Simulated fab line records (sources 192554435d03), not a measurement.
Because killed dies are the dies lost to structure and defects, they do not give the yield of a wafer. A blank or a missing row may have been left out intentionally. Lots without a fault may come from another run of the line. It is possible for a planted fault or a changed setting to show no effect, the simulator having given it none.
Split-lot trial :: flow n5 finfet :: on a route of 1938 steps: 7 lots, 21 wafers read

ON THE SPLIT
At N5_DUMMY_GATE_COAT_28 (time 60 s, resist thk 10 nm), the setting spin rpm was moved away from the recipe's 1500 rpm on 5 of the 21 wafers read, by -11.2% to +10.7%. This setting was run at the recipe's value on the other wafers.

The split's own step is where the reading is taken.

THE READING
underlayer_of_DUMMY_GATE_COAT_28.thk nm (the simulator's own value, which no gauge read), in nm, at N5_DUMMY_GATE_COAT_28 (time 60 s, resist thk 10 nm). There is no usual value for it anywhere in the file.

wafer: L075.3
tool, chamber at the split: litho track-01, 0
spin rpm as run, rpm: 1500
against the recipe: recipe
underlayer_of_DUMMY_GATE_COAT_28.thk nm, nm: 10
against lot-mates on the recipe: -

wafer: L075.4
tool, chamber at the split: litho track-01, 0
spin rpm as run, rpm: 1660
against the recipe: +10.7%
underlayer_of_DUMMY_GATE_COAT_28.thk nm, nm: 9.6
against lot-mates on the recipe: -0.4

wafer: L075.6
tool, chamber at the split: litho track-01, 0
spin rpm as run, rpm: 1660
against the recipe: +10.7%
underlayer_of_DUMMY_GATE_COAT_28.thk nm, nm: 9.6
against lot-mates on the recipe: -0.4

wafer: L076.2
tool, chamber at the split: litho track-02, 0
spin rpm as run, rpm: 1350
against the recipe: -10.0%
underlayer_of_DUMMY_GATE_COAT_28.thk nm, nm: 10.6
against lot-mates on the recipe: +0.6

wafer: L076.3
tool, chamber at the split: litho track-02, 0
spin rpm as run, rpm: 1500
against the recipe: recipe
underlayer_of_DUMMY_GATE_COAT_28.thk nm, nm: 10
against lot-mates on the recipe: -

wafer: L076.5
tool, chamber at the split: litho track-02, 0
spin rpm as run, rpm: 1500
against the recipe: recipe
underlayer_of_DUMMY_GATE_COAT_28.thk nm, nm: 10
against lot-mates on the recipe: -

wafer: L078.3
tool, chamber at the split: litho track-05, 0
spin rpm as run, rpm: 1332
against the recipe: -11.2%
underlayer_of_DUMMY_GATE_COAT_28.thk nm, nm: 10.6
against lot-mates on the recipe: +0.6

wafer: L078.4
tool, chamber at the split: litho track-05, 0
spin rpm as run, rpm: 1500
against the recipe: recipe
underlayer_of_DUMMY_GATE_COAT_28.thk nm, nm: 10
against lot-mates on the recipe: -

wafer: L078.6
tool, chamber at the split: litho track-05, 0
spin rpm as run, rpm: 1500
against the recipe: recipe
underlayer_of_DUMMY_GATE_COAT_28.thk nm, nm: 10
against lot-mates on the recipe: -

wafer: L081.1
tool, chamber at the split: litho track-02, 0
spin rpm as run, rpm: 1500
against the recipe: recipe
underlayer_of_DUMMY_GATE_COAT_28.thk nm, nm: 10
against lot-mates on the recipe: -

wafer: L081.2
tool, chamber at the split: litho track-02, 0
spin rpm as run, rpm: 1500
against the recipe: recipe
underlayer_of_DUMMY_GATE_COAT_28.thk nm, nm: 10
against lot-mates on the recipe: -

wafer: L081.5
tool, chamber at the split: litho track-02, 0
spin rpm as run, rpm: 1500
against the recipe: recipe
underlayer_of_DUMMY_GATE_COAT_28.thk nm, nm: 10
against lot-mates on the recipe: -

wafer: L086.1
tool, chamber at the split: litho track-02, 0
spin rpm as run, rpm: 1500
against the recipe: recipe
underlayer_of_DUMMY_GATE_COAT_28.thk nm, nm: 10
against lot-mates on the recipe: -

wafer: L086.2
tool, chamber at the split: litho track-02, 0
spin rpm as run, rpm: 1500
against the recipe: recipe
underlayer_of_DUMMY_GATE_COAT_28.thk nm, nm: 10
against lot-mates on the recipe: -

wafer: L086.4
tool, chamber at the split: litho track-02, 0
spin rpm as run, rpm: 1500
against the recipe: recipe
underlayer_of_DUMMY_GATE_COAT_28.thk nm, nm: 10
against lot-mates on the recipe: -

wafer: L087.1
tool, chamber at the split: litho track-05, 0
spin rpm as run, rpm: 1500
against the recipe: recipe
underlayer_of_DUMMY_GATE_COAT_28.thk nm, nm: 10
against lot-mates on the recipe: -

wafer: L087.3
tool, chamber at the split: litho track-05, 0
spin rpm as run, rpm: 1500
against the recipe: recipe
underlayer_of_DUMMY_GATE_COAT_28.thk nm, nm: 10
against lot-mates on the recipe: -

wafer: L087.4
tool, chamber at the split: litho track-05, 0
spin rpm as run, rpm: 1500
against the recipe: recipe
underlayer_of_DUMMY_GATE_COAT_28.thk nm, nm: 10
against lot-mates on the recipe: -

wafer: L096.3
tool, chamber at the split: litho track-05, 0
spin rpm as run, rpm: 1500
against the recipe: recipe
underlayer_of_DUMMY_GATE_COAT_28.thk nm, nm: 10
against lot-mates on the recipe: -

wafer: L096.4
tool, chamber at the split: litho track-05, 0
spin rpm as run, rpm: 1500
against the recipe: recipe
underlayer_of_DUMMY_GATE_COAT_28.thk nm, nm: 10
against lot-mates on the recipe: -

wafer: L096.5
tool, chamber at the split: litho track-05, 0
spin rpm as run, rpm: 1401
against the recipe: -6.6%
underlayer_of_DUMMY_GATE_COAT_28.thk nm, nm: 10.2
against lot-mates on the recipe: +0.2

FIT RESULTS
A straight line over all 21 wafers: underlayer_of_DUMMY_GATE_COAT_28.thk nm changes by -0.0453 nm for each +1% of spin rpm; r = -0.98; the points scatter about the line by 0.051 nm.
The same after taking each lot's own level away (the mean of its wafers on the recipe; 21 wafers): -0.0453 nm for each +1%; r = -0.98; scatter 0.051 nm.
According to that fit, moving spin rpm by its largest amount changes the reading by 0.51 nm.
The lots' own levels span 10.00 to 10.00 nm.
The two slopes agree, so the slope changes little with the lot-to-lot level.
Check: +0.49 nm against its lot-mates is what the line predicts for one of the wafers moved furthest among these (-11.2%) when that wafer is left out of the fit. Against them it came out at +0.6 nm.

OTHER SPLITS APPLIED TO THESE WAFERS
Before the reading, these wafers also passed through other splits. Each is held against what the fit with the lots' levels taken away leaves over:
other split on the same wafers: N5_ZERO_LAYER_PECVD_02 time s
wafers away from the commonest value: 7
r with underlayer_of_DUMMY_GATE_COAT_28.thk nm (lot level and that fit taken away): -0.13

other split on the same wafers: N5_ZERO_LAYER_DEVELOP_10 develop time s
wafers away from the commonest value: 6
r with underlayer_of_DUMMY_GATE_COAT_28.thk nm (lot level and that fit taken away): +0.40

other split on the same wafers: N5_FIN_SAQP_DESCUM_21 time s
wafers away from the commonest value: 6
r with underlayer_of_DUMMY_GATE_COAT_28.thk nm (lot level and that fit taken away): -0.35

other split on the same wafers: N5_FIN_SAQP_ETCH_64 bias w
wafers away from the commonest value: 8
r with underlayer_of_DUMMY_GATE_COAT_28.thk nm (lot level and that fit taken away): +0.21

THE FILE'S OWN FIT
underlayer_of_DUMMY_GATE_COAT_28.thk nm changes by -0.0478 nm for each +1% of spin rpm, r = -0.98.
